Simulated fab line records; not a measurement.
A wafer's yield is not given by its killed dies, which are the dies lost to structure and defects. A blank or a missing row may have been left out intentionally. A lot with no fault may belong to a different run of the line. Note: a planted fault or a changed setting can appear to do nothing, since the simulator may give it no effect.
A lot that was struck, set against a sound lot -- flow nand_harc -- 14 out of 1302 route steps
Sound: these wafers, L581.1, L581.3, L581.6. Wafers struck: L592.3, L592.4, L592.6. The cause is named last.
At each step with rows: each side's tool, then ch and its chambers, then its first start. Under that, the readings that differ: sound wafers -- struck wafers -- difference of the means -- sigmas: that difference in standard deviations of wafers without a fault.
alike: readings with means less than 2 such deviations apart, plus words and numbers identical on both sides. not compared: withheld readings, readings lacking a value on some wafer, bounds such as >300 that could conceal the same value, and numbers that have no deviation in the record and whose values overlap.
A row with sigmas, a row that says differs or no value, or rows on one side alone: a step with any of these is where the two part. Non-overlapping numbers with no deviation appear without sigmas and do not part them. Lack of a reading on every wafer of one side parts them only where that side has two or more wafers.

first, 1 step without rows for these wafers: NHARC_A_CONTACT_STRIP_56 (strips in post etch residue remover, time 600 s).
NHARC_A_CONTACT_DEP_57: deposits aC, target thk 5300 nm.
  sound on acl_dep-01 ch 0, day 25 10:50; struck on acl_dep-03 ch 0, day 29 10:20
  alike: throttle_valve_pct
NHARC_A_CONTACT_DEP_58: deposits SiON, target thk 90 nm.
  sound on pecvd-04 ch 0,2, day 25 14:07; struck on pecvd-02 ch 0,2, day 29 12:33
  alike: heater_power_outer_w, heater_power_w, showerhead_vpp_V
then, 9 steps without rows for these wafers: NHARC_A_CONTACT_DEHYDRATE_59 (time 120 s); NHARC_A_CONTACT_HMDS_60 (time 30 s); NHARC_A_CONTACT_COAT_61 (time 75 s); NHARC_A_CONTACT_COAT_62 (time 65 s); NHARC_A_CONTACT_COAT_63 (resist thk 90 nm); NHARC_A_CONTACT_SOFTBAKE_64 (time 55 s); NHARC_A_CONTACT_EBR_65; NHARC_A_CONTACT_EXPOSE_66 (exposes mask A CC 2); NHARC_A_CONTACT_PEB_67 (peb time 65 s).
NHARC_A_CONTACT_DEVELOP_68: develop time 35 s.
  struck on litho_track-06, day 29 13:00; sound on litho_track-04 ch 0, day 25 14:00
  no value came back on the struck wafers for chill_plate_temp_C (C), develop_time_s (s), exhaust_pa (Pa); on the sound wafers chill_plate_temp_C (C) reads 22.98 22.92 22.99
NHARC_A_CONTACT_CD_MEAS_69 targets a cd of 300 nm.
  sound on cd_sem-01 ch 0, day 25 14:49; struck on cd_sem-03 ch 0, day 29 13:05
reading,sound,struck,difference,sigmas
cd_nm (nm),300.7 300.3 300.2,- - -,no value on the struck wafers,

WHERE THEY PART
Last at NHARC_A_CONTACT_CD_MEAS_69 as far as this record goes, first at NHARC_A_CONTACT_DEVELOP_68.

WHY: the cause the simulator had injected
Entire step skipped (litho_track-06, NHARC_A_CONTACT_DEVELOP_68), from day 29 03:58 onward. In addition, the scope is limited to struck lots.
